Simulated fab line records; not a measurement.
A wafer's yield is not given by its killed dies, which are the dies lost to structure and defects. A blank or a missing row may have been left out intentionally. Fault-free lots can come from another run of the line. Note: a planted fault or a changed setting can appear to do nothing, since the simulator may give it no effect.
Lot-split experiment    flow n5_finfet    39 wafers read from 7 lots, route of 1938 steps

THE SPLIT
At N5_BEOL_M14_ETCH_68 (etches SOC in N2/H2, time 450 s), the setting time_s was moved away from the recipe's 450 s on 15 of the 39 wafers read, by -54.6% to +42.7%. All remaining wafers had this setting at the recipe value.

The reading is taken at the split's own step.

THE READING
SiARC_of_BEOL_M14_COAT_66.thk_nm (the simulator's own value, which no gauge read), in nm, at N5_BEOL_M14_ETCH_68 (etches SOC in N2/H2, time 450 s). There is no usual value for it anywhere in the file. Average 65.4 nm, standard deviation 0.54 nm, over the 24 wafers here run with the recipe.

wafer   tool, chamber at the split  time_s as run, s  against the recipe  SiARC_of_BEOL_M14_COAT_66.thk_nm, nm  against lot-mates on the recipe
L083.1  rie_diel-02, 0              450               recipe              66                                    -
L083.2  rie_diel-02, 1,2            450               recipe              65.2                                  -
L083.5  rie_diel-02, 1,2            450               recipe              65.2                                  -
L083.3  rie_diel-02, 2              450               recipe              65.4                                  -
L083.4  rie_diel-02, 0              450               recipe              66.2                                  -
L083.6  rie_diel-02, 1              450               recipe              65.6                                  -
L086.1  rie_diel-06, 2              450               recipe              65.6                                  -
L086.2  rie_diel-06, 3              450               recipe              64.8                                  -
L086.3  rie_diel-06, 0              362.6             -19.4%              73.4                                  +8.1
L086.4  rie_diel-06, 1              362.6             -19.4%              74                                    +8.7
L086.5  rie_diel-06, 2              450               recipe              65.4                                  -
L086.6  rie_diel-06, 1              362.6             -19.4%              74.4                                  +9.1
L089.1  rie_diel-02, 3              450               recipe              64.6                                  -
L089.2  rie_diel-02, 1              204.1             -54.6%              90                                    +24.7
L089.3  rie_diel-02, 0              450               recipe              66.4                                  -
L089.4  rie_diel-02, 2              450               recipe              65                                    -
L089.5  rie_diel-02, 0              204.1             -54.6%              90.2                                  +24.9
L089.6  rie_diel-02, 3              204.1             -54.6%              89.4                                  +24.1
L088.1  rie_diel-06, 3              450               recipe              65.6                                  -
L088.2  rie_diel-06, 0              642.3             +42.7%              45.6                                  -20.0
L088.5  rie_diel-06, 0              642.3             +42.7%              45.6                                  -20.0
L088.3  rie_diel-06, 2              450               recipe              65.2                                  -
L088.4  rie_diel-06, 1              642.3             +42.7%              47.4                                  -18.2
L088.6  rie_diel-06, 1              450               recipe              66                                    -
L095.1  rie_diel-02, 3,0            262.5             -41.7%              83.4                                  +17.7
L095.2  rie_diel-02, 3,0            262.5             -41.7%              83.4                                  +17.7
L095.3  rie_diel-02, 2,1            450               recipe              65.6                                  -
L095.4  rie_diel-02, 2,1            450               recipe              65.6                                  -
L095.5  rie_diel-02, 2              262.5             -41.7%              84.2                                  +18.5
L095.6  rie_diel-02, 1              450               recipe              65.8                                  -
L094.1  rie_diel-02, 3              528.1             +17.4%              56.4                                  -8.8
L094.2  rie_diel-02, 1              528.1             +17.4%              58.4                                  -6.8
L094.3  rie_diel-02, 0              528.1             +17.4%              56.2                                  -9.0
L094.4  rie_diel-02, 2              450               recipe              65.4                                  -
L094.6  rie_diel-02, 2              450               recipe              65.4                                  -
L094.5  rie_diel-02, 1              450               recipe              64.8                                  -
L097.2  rie_diel-01, 1              450               recipe              64.2                                  -
L097.3  rie_diel-01, 3              450               recipe              64.4                                  -
L097.6  rie_diel-01, 0              450               recipe              65.8                                  -
When a row names more than one chamber, that row covers several wafers, and the file does not tell which wafer ran in which chamber.

THE FIT
A straight line over all 39 wafers: SiARC_of_BEOL_M14_COAT_66.thk_nm changes by -0.448 nm for each +1% of time_s; r = -1.00; the points scatter about the line by 0.63 nm.
The same after taking each lot's own level away (the mean of its wafers on the recipe; 39 wafers): -0.448 nm for each +1%; r = -1.00; scatter 0.6 nm.
The reading moves by 24 nm for the largest change in time_s, on that fit.
Measured against the standard deviation above, the lots' own levels, which go from 64.80 to 65.67 nm, span 1.6 times it.
Hence the lot-to-lot level has little effect on the slope; both slopes agree.
Check: for one of the wafers moved furthest among these (-54.6%), held out of the fit, the line's prediction against its lot-mates is +24.3 nm. Against them it came out at +24.7 nm.

FILE'S OWN FIT
SiARC_of_BEOL_M14_COAT_66.thk_nm changes by -0.447 nm for each +1% of time_s, r = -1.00.
